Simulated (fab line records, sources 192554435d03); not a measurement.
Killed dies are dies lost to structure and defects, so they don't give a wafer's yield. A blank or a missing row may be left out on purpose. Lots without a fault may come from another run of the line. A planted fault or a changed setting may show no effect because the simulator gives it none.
fab line records | flow n5_finfet
record lots=8 wafers=23 last_day=18
route steps=1938 shown FIN_SAQP@99 BEOL_M4@1111 PASSIVATION@1936
lots that met no fault: from a run of the same line without faults
start_h: hours from the record's first day to the start of the lot's first wafer shown | wait_h: hours since the lot's step before | " the same as in the row above | L1.1+2: a row that stands for several wafers | - no value, or no start given | * or withheld: withheld | < > ~ a bound
route shown NAME@n: a module of which the file shows steps, and the number in the route of the first | usual: mean/standard deviation of fault-free wafers | same: alike in all rows | chamber/n: place in a boat | sites: the reading at each site | _std_site: their standard deviation | _edge_site: outer sites' mean less inner sites' | radius_mm: how far each site lies from the wafer's centre | mask NAME#n: copy n | behind: the tool/chamber that last shaped the wafer | hold: why the lot was held/for how many hours/how that ended | device: the transistor (n, p or np) that didn't switch | end of line: the same wafers' tests at the end of the route | a step without rows: its recipe alone | killed: dies lost to structure and defects at the first sort, not the wafer's yield | map: a wafer's dies, x killed, . not, _ none there
set.NAME: the setting as run; set.NAME@STEP: as run at that earlier step | model.NAME: the simulator's own value behind a step, which no gauge read
steps of the route over a sample of lots; a table a step, a row a wafer
services: from which hour (start_h, from the record's first day; less than 0 if before it) a tool's chamber was out of use, for how many hours, and why
## steps
# step N5_FIN_SAQP_PECVD_48
# recipe material=SiNx target_thk_a=250 temp_c=400 precursor=SiH4/NH3/N2 pressure_torr=1.5 rf_w=300 time_s=22.1
# usual heater_power_outer_w=481/79 heater_power_w=771/120 showerhead_plenum_p_Torr=5.14/0.068 throttle_valve_pct=40.4/3
# columns lot.wafer tool chamber start_h wait_h heater_power_outer_w heater_power_w showerhead_plenum_p_Torr throttle_valve_pct
L435.1 pecvd-03 1 40.93 0.0 506 770 5.18 44.7
L435.2 " 2 " " 445 745 5.09 37.0
L435.6 " 1 " " 525 805 5.18 44.5
L437.1 pecvd-04 2 52.55 0.0 404 772 5.21 42.8
L437.4 " 2 " " 404 739 5.21 42.7
L437.5 " 1 " " 437 706 5.04 38.7
L440.1 pecvd-01 1 68.47 0.0 567 955 5.30 43.0
L440.4 " 1 " " 567 992 5.29 43.2
L440.5 " 0 " " 496 782 5.15 37.9
L442.1 pecvd-03 2 81.25 0.0 488 761 5.07 37.1
L442.3 " 0 " " 403 582 5.14 40.5
L442.6 " 2 " " 481 769 5.08 37.2
L443.3 pecvd-03 0 87.24 0.0 469 646 5.14 40.2
L443.4 " 0 " " 458 674 5.14 40.2
L444.3 pecvd-03 1 98.54 0.0 613 932 5.17 44.8
L444.5 " 2 " " 486 792 5.08 37.7
L444.6 " 1 " " 616 949 5.18 44.3
L454.3 pecvd-03 0 154.05 0.0 471 695 5.14 40.4
L454.4 " 0 " " 461 686 5.15 40.6
L454.5 " 1 " " 614 904 5.18 44.5
L455.2 pecvd-03 1 161.32 0.0 602 902 5.18 44.8
L455.3 " 2 " " 473 777 5.08 37.6
L455.5 " 1 " " 608 915 5.19 44.6
# step N5_FIN_SAQP_ETCH_57
# recipe chemistry=CH3F/O2 target=SiNx mask_material=SiO2 target_depth_a=325 time_s=46.4 pressure_mtorr=30 source_w=395 bias_w=73 Ar_flow_sccm=150 CH3F_flow_sccm=30 O2_flow_sccm=20 ion_energy_ev=120 ends=cleared
# usual drypump_motor_current_A=5.6/0.41 etch_rf_on_time_s=46.5/1 oes_product_au=0.65/0.073 rf_vpp_V=299/3.7 showerhead_plenum_p_Torr=2.07/0.042 throttle_valve_pct=16.31/0.22
# columns lot.wafer tool chamber start_h wait_h drypump_motor_current_A etch_rf_on_time_s oes_product_au rf_hours_counter_h rf_vpp_V showerhead_plenum_p_Torr throttle_valve_pct
L435.1 rie_diel-01 3 43.87 0.0 6.3 46.6 0.66 157 301 2.08 16.28
L435.2 " 2 " " 5.2 47.5 0.61 214 298 2.07 16.80
L435.6 " 3 " " 6.2 47.3 0.65 - 300 2.08 16.30
L437.1 rie_diel-05 2 55.43 0.0 5.9 46.4 0.61 211 298 2.06 16.52
L437.4 " 3 " " 5.7 46.8 0.60 207 302 1.99 16.69
L437.5 " 3 " " 5.7 47.5 0.60 - 302 1.99 16.70
L440.1 rie_diel-03 3 71.45 0.0 5.2 47.6 0.63 149 298 2.08 16.26
L440.4 " 2 " " 5.3 46.0 0.62 - 302 2.10 16.22
L440.5 " 3 " " 5.2 49.0 0.62 - 297 2.08 16.26
L442.1 rie_diel-03 2 84.01 0.0 5.3 45.5 0.61 181 303 2.09 16.23
L442.3 " 0 " " 5.8 46.0 0.81 6 306 2.14 16.17
L442.6 " 3 " " 5.2 48.3 0.61 - 297 2.08 16.27
L443.3 rie_diel-03 1 92.64 0.5 5.4 15.2 0.82 4 296 2.06 16.22
L443.4 " 2 " " 5.3 16.0 0.61 186 300 2.09 16.23
L444.3 rie_diel-03 1 102.65 0.2 5.3 15.2 0.81 9 297 2.06 16.25
L444.5 " 3 " " 5.2 48.6 0.61 - 297 2.08 16.29
L444.6 " 0 " " 5.9 45.5 0.79 - 307 2.14 16.17
L454.3 rie_diel-03 2 156.82 0.0 5.3 45.9 0.59 216 301 2.08 16.30
L454.4 " 3 " " 5.2 48.2 0.61 - 295 2.07 16.35
L454.5 " 1 " " 5.3 46.7 0.76 - 295 2.05 16.31
L455.2 rie_diel-01 3 165.55 0.2 6.3 45.1 0.62 204 301 2.06 16.38
L455.3 " 1 " " 5.7 45.4 0.68 104 298 2.09 16.18
L455.5 " 1 " " 5.7 45.1 0.67 - 297 2.09 16.19
# step N5_FIN_SAQP_ETCH_65
# recipe chemistry=CF4 target=SiO2 target_depth_a=40 ion_energy_ev=350 time_s=4.4 pressure_mtorr=10 icp_w=800 bias_w=400 cf4_flow_sccm=80
# usual drypump_motor_current_A=5.6/0.5 oes_product_au=0.997/0.015 throttle_valve_pct=21.80/0.28
# columns lot.wafer tool chamber start_h wait_h drypump_motor_current_A oes_product_au rf_hours_counter_h throttle_valve_pct
L435.1 rie_si-05 3 43.98 0.1 5.2 1.009 163 22.05
L435.2 " 2 " " 6.0 0.993 86 21.77
L435.6 " 1 " " 6.2 0.974 - 21.23
L437.1 rie_si-05 3 55.54 0.1 5.2 1.000 163 22.05
L437.4 " 1 " " 6.2 0.975 63 21.21
L437.5 " 3 " " 5.3 1.005 - 22.08
L440.1 rie_si-06 0 71.56 0.1 6.4 1.009 164 22.22
L440.4 " 1 " " 4.9 0.975 120 21.72
L440.5 " 2 " " 5.7 0.984 - 21.59
L442.1 rie_si-01 2 84.12 0.1 5.6 0.971 62 22.06
L442.3 " 0 " " 5.6 0.997 3 21.57
L442.6 " 0 " " 5.5 1.014 - 21.56
L443.3 rie_si-06 2 92.74 0.1 5.7 0.982 3 21.61
L443.4 " 0 " " 6.4 1.028 165 22.20
L444.3 rie_si-06 2 102.76 0.1 5.7 0.978 3 21.60
L444.5 " 3 " " 5.5 0.999 - 21.91
L444.6 " 2 " " 5.7 0.976 - 21.60
L454.3 rie_si-05 3 156.93 0.1 5.2 1.001 165 22.08
L454.4 " 0 " " 4.9 1.003 - 22.05
L454.5 " 3 " " 5.2 1.011 - 22.06
L455.2 rie_si-06 2 165.66 0.1 5.6 0.979 3 21.61
L455.3 " 3 " " 5.5 0.991 113 21.92
L455.5 " 0 " " 6.4 1.016 - 22.21
# step N5_FIN_SAQP_ETCH_69
# recipe chemistry=N2/H2 target=SOC target_depth_a=1500 stop_on=SiNx ion_energy_ev=100 bias_w=61 pressure_mtorr=30 source_w=850 n2_flow_sccm=200 h2_flow_sccm=200
# usual drypump_motor_current_A=5.7/0.46 oes_product_au=0.74/0.066 rf_vpp_V=241.7/1.1 showerhead_plenum_p_Torr=2.62/0.06 throttle_valve_pct=17.82/0.27
# columns lot.wafer tool chamber start_h wait_h drypump_motor_current_A oes_product_au rf_hours_counter_h rf_vpp_V showerhead_plenum_p_Torr throttle_valve_pct
L435.1 rie_diel-05 0 44.54 - 6.5 0.74 163 240.9 2.64 17.57
L435.2 " 1 " " 5.1 0.79 102 239.9 2.55 17.37
L435.6 " 3 " " 5.7 0.69 - 239.3 2.53 18.34
L437.1 rie_diel-03 2 56.22 - 5.3 0.72 168 242.7 2.66 17.71
L437.4 " 1 " " 5.3 0.65 - 241.3 2.60 18.01
L437.5 " 3 " " 5.3 0.73 - 242.9 2.67 17.86
L440.1 rie_diel-05 1 72.50 - 5.1 0.78 112 242.0 2.54 17.41
L440.4 " 2 " " 5.9 0.71 217 242.3 2.62 18.06
L440.5 " 3 " " 5.7 0.69 - 239.5 2.53 18.33
L442.1 rie_diel-03 2 84.85 - 5.3 0.71 182 241.8 2.65 17.72
L442.3 " 0 " " 5.8 0.94 7 243.5 2.71 17.60
L442.6 " 0 " " 5.8 0.94 - 242.2 2.71 17.57
L443.3 rie_diel-03 0 93.39 - 5.9 0.93 11 244.3 2.71 17.60
L443.4 " 2 " " 5.3 0.71 186 242.6 2.65 17.75
L444.3 rie_diel-03 3 103.36 - 5.3 0.72 165 242.5 2.66 17.90
L444.5 " 2 " " 5.3 0.71 - 241.8 2.65 17.76
L444.6 " 3 " " 5.3 0.72 - 242.1 2.66 17.89
L454.3 rie_diel-01 1 157.61 - 5.7 0.79 99 243.4 2.70 17.83
L454.4 " 1 " " 5.7 0.78 - 242.6 2.70 17.84
L454.5 " 0 " " 6.3 0.73 - 243.4 2.63 17.66
L455.2 rie_diel-01 0 166.26 - 6.3 0.73 178 242.7 2.63 17.65
L455.3 " 1 " " 5.7 0.78 104 242.9 2.70 17.85
L455.5 " 1 " " 5.7 0.78 - 241.4 2.70 17.86
# step N5_FIN_SAQP_STRIP_70
# recipe chemistry=N2/H2 power_w=500 temp_c=40 pressure_mtorr=50 rf_frequency_hz=6e+07 overash_fraction=0.3 bias_power_w=28 h2_frac=0.5 n2_flow_sccm=300 h2_flow_sccm=300
# usual drypump_motor_current_A=5.8/0.46 oes_product_au=0.75/0.07 rf_vpp_V=122.3/0.88 showerhead_plenum_p_Torr=3.45/0.076 throttle_valve_pct=19.0/0.32
# columns lot.wafer tool chamber start_h wait_h drypump_motor_current_A oes_product_au rf_hours_counter_h rf_vpp_V showerhead_plenum_p_Torr throttle_valve_pct
L435.1 rie_diel-05 0 44.64 0.0 6.5 0.75 164 120.8 3.48 18.8
L435.2 " 1 " " 5.1 0.78 102 122.0 3.36 18.7
L435.6 " 3 " " 5.7 0.69 - 122.6 3.35 19.7
L437.1 rie_diel-03 2 56.32 0.0 5.3 0.73 168 123.1 3.51 18.9
L437.4 " 1 " " 5.3 0.66 - 124.7 3.43 19.0
L437.5 " 3 " " 5.3 0.75 - 121.7 3.51 19.0
L440.1 rie_diel-05 1 72.60 0.0 5.1 0.78 112 123.2 3.36 18.7
L440.4 " 2 " " 6.0 0.69 217 122.3 3.46 19.1
L440.5 " 3 " " 5.7 0.69 - 120.8 3.34 19.7
L442.1 rie_diel-03 2 84.95 0.0 5.3 0.72 182 121.4 3.50 19.0
L442.3 " 0 " " 5.9 0.97 7 122.9 3.57 18.7
L442.6 " 0 " " 5.9 0.96 - 123.9 3.57 18.7
L443.3 rie_diel-03 0 93.49 0.0 5.8 0.96 11 121.7 3.57 18.7
L443.4 " 2 " " 5.3 0.72 186 123.4 3.50 19.0
L444.3 rie_diel-03 3 103.46 0.0 5.3 0.73 165 121.9 3.50 19.1
L444.5 " 2 " " 5.3 0.70 - 123.3 3.49 19.0
L444.6 " 3 " " 5.3 0.72 - 123.1 3.50 19.1
L454.3 rie_diel-01 1 157.71 0.0 5.7 0.78 99 122.4 3.55 19.0
L454.4 " 1 " " 5.7 0.79 - 122.3 3.55 19.0
L454.5 " 0 " " 6.4 0.75 - 122.5 3.47 18.8
L455.2 rie_diel-01 0 166.36 0.0 6.4 0.74 178 123.4 3.46 18.8
L455.3 " 1 " " 5.7 0.78 104 122.5 3.55 19.0
L455.5 " 1 " " 5.7 0.78 - 123.0 3.55 19.0
# step N5_BEOL_M4_RC_MEAS_101
# usual DIBL_N=37.0/1.7 DIBL_P=36.7/2 IOFF_N=0.17/0.035 IOFF_P=0.22/0.035 ION_N=672/12 ION_P=461/7.5 SS_N=71.6/0.67 SS_P=73.4/0.64 VT_N=250/3.5 VT_P=-250/3.5
# columns lot.wafer tool chamber start_h wait_h DIBL_N[mV/V] DIBL_P[mV/V] IOFF_N[nA/um] IOFF_P[nA/um] ION_N[uA/um] ION_P[uA/um] SS_N[mV/dec] SS_P[mV/dec] VT_N[mV] VT_P[mV]
L435.1 prober-02 0 187.31 0.0 37.0 36.5 0.17 0.25 665 462 71.7 73.2 249 -244
L435.2 " 0 " " 37.2 36.3 0.19 0.25 675 467 72.0 73.1 245 -246
L435.6 " 0 " " 36.3 36.4 0.18 0.25 685 473 71.3 73.8 244 -247
L437.1 prober-02 0 193.05 0.0 38.6 38.0 0.20 0.24 695 466 71.1 73.5 245 -251
L437.4 " 0 " " 39.0 38.0 0.20 0.23 682 461 72.1 74.5 245 -250
L437.5 " 0 " " 38.8 37.8 0.20 0.22 674 451 71.9 74.3 247 -252
L440.1 prober-02 0 216.00 0.0 38.4 38.6 0.21 0.24 705 469 72.5 73.6 246 -246
L440.4 " 0 " " 38.6 38.4 0.21 0.25 695 471 72.0 73.5 244 -246
L440.5 " 0 " " 42.0 41.3 0.31 0.29 695 463 73.7 75.1 243 -246
L442.1 prober-02 0 226.97 0.0 34.3 35.1 0.13 0.18 666 454 70.0 72.4 252 -253
L442.3 " 0 " " 36.5 36.9 0.17 0.20 675 460 71.4 74.1 249 -253
L442.6 " 0 " " 35.7 35.4 0.15 0.18 666 454 71.4 73.5 253 -255
L443.3 prober-01 0 237.72 0.3 39.2 37.5 0.21 0.27 680 464 71.5 73.8 245 -245
L443.4 " 0 " " 35.7 34.7 0.16 0.23 680 470 70.2 73.1 247 -245
L444.3 prober-01 0 239.56 0.3 38.1 36.7 0.16 0.22 683 467 71.8 74.0 250 -252
L444.5 " 0 " " 38.0 37.2 0.17 0.25 678 467 71.3 73.6 249 -245
L444.6 " 0 " " 37.0 35.0 0.14 0.20 661 458 70.8 72.6 254 -253
L455.2 prober-02 0 300.09 0.2 37.0 35.8 0.15 0.21 680 467 71.1 73.7 250 -247
L455.3 " 0 " " 35.9 34.6 0.13 0.19 658 460 70.7 72.8 251 -250
L455.5 " 0 " " 39.1 38.2 0.19 0.25 690 470 72.1 73.5 246 -248
L454.3 prober-02 0 322.71 0.3 35.5 34.4 0.15 0.20 675 467 72.0 73.6 250 -250
L454.4 " 0 " " 36.0 35.2 0.16 0.22 678 466 71.8 73.5 246 -249
L454.5 " 0 " " 35.8 34.2 0.14 0.20 664 461 71.2 73.1 251 -252
# step N5_PASSIVATION_PROBE_49
# usual defect_limited_yield=91.1/1.3 killed_at_M0_to_M3=35/11 killed_at_M4_up=13/5.4 killed_at_contacts=14/6.5 killed_at_front_end=41/11 killed_at_other=4/3.1 killed_dies=106/15 killed_open=69/12 killed_short=35/7 sort_bin_4_leakage=0.01/0.078 sort_bin_5_function=5.2/0.86 sort_bin_6_memory=3.4/0.64 sort_n_pass=1074/15 sort_yield_pct=91.0/1.3
# same gross_dies=1180 killed_at_back_side=0 sort_bin_8_speed[%]=0
# columns lot.wafer tool chamber start_h wait_h defect_limited_yield[%] killed_at_M0_to_M3 killed_at_M4_up killed_at_contacts killed_at_front_end killed_at_other killed_dies killed_open killed_short sort_bin_4_leakage[%] sort_bin_5_function[%] sort_bin_6_memory[%] sort_n_pass sort_yield_pct[%]
L443.3 prober-02 - 324.72 0.1 90.2 25 10 24 51 6 116 75 38 0 6.0 3.6 1064 90.2
# killed by level:class
L443.3 MOL_CONTACT_COAG:geometric_particle:open=15 STI_FIN_REVEAL:geometric_particle:open=11 FIN_SAQP:geometric_particle:open=8 MOL_CONTACT_COAG:geometric_particle:short=8 GATE_CUT:geometric_particle:open=7 BEOL_M0_SAQP:geometric_particle:short=7 BEOL_M4:geometric_particle:open=5 STI_FIN_REVEAL:geometric_particle:short=4
## services
# columns tool chamber start_h hours kind
rie_diel-05 3 32.21 6.5 repair
pecvd-03 0 39.98 23.0 repair
rie_diel-03 0 53.15 - clean
rie_diel-03 0 53.15 - consumable_replace:focus_ring
rie_diel-03 0 53.15 - consumable_replace:showerhead
rie_diel-03 0 53.15 18.8 scheduled_down
rie_diel-03 0 53.15 18.8 vent_cycle
pecvd-01 - 59.17 0.5 repair
rie_diel-01 - 70.05 2.8 pm
rie_diel-03 1 72.51 - clean
rie_diel-03 1 72.51 - consumable_replace:focus_ring
pecvd-01 - 85.10 0.6 repair
pecvd-01 2 87.50 3.9 repair
rie_diel-05 1 96.03 9.1 repair
pecvd-04 1 102.09 4.7 repair
rie_diel-01 2 108.98 7.7 repair
rie_si-06 2 125.41 9.6 repair
rie_diel-03 0 131.31 33.0 repair
rie_si-06 - 136.52 14.6 pm
rie_diel-03 1 139.08 7.7 repair
rie_si-06 - 151.12 10.0 pm
rie_si-05 2 154.40 4.4 repair
rie_diel-05 - 156.32 4.3 pm
rie_si-06 - 161.86 0.6 repair
## key
first_sign step=N5_FIN_SAQP_ETCH_57 reading=etch_rf_on_time_s direction=down sigmas=31 usual=* struck=*
effect none on later readings
met_at N5_FIN_SAQP_PECVD_48
struck_lots L443,L444
struck_wafers L443.3,L443.4,L444.3
not_acting_at N5_FIN_SAQP_ETCH_65,N5_FIN_SAQP_ETCH_69,N5_FIN_SAQP_STRIP_70
onset_between 81.25 87.24
fault kind=process_parameter_drift tool=pecvd-03 chamber=- onset_h=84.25 steps=N5_FIN_SAQP_PECVD_48 channel=time_s offset=* shape=step end_h=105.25 scope=struck_wafers_only acts_in=* stated=*
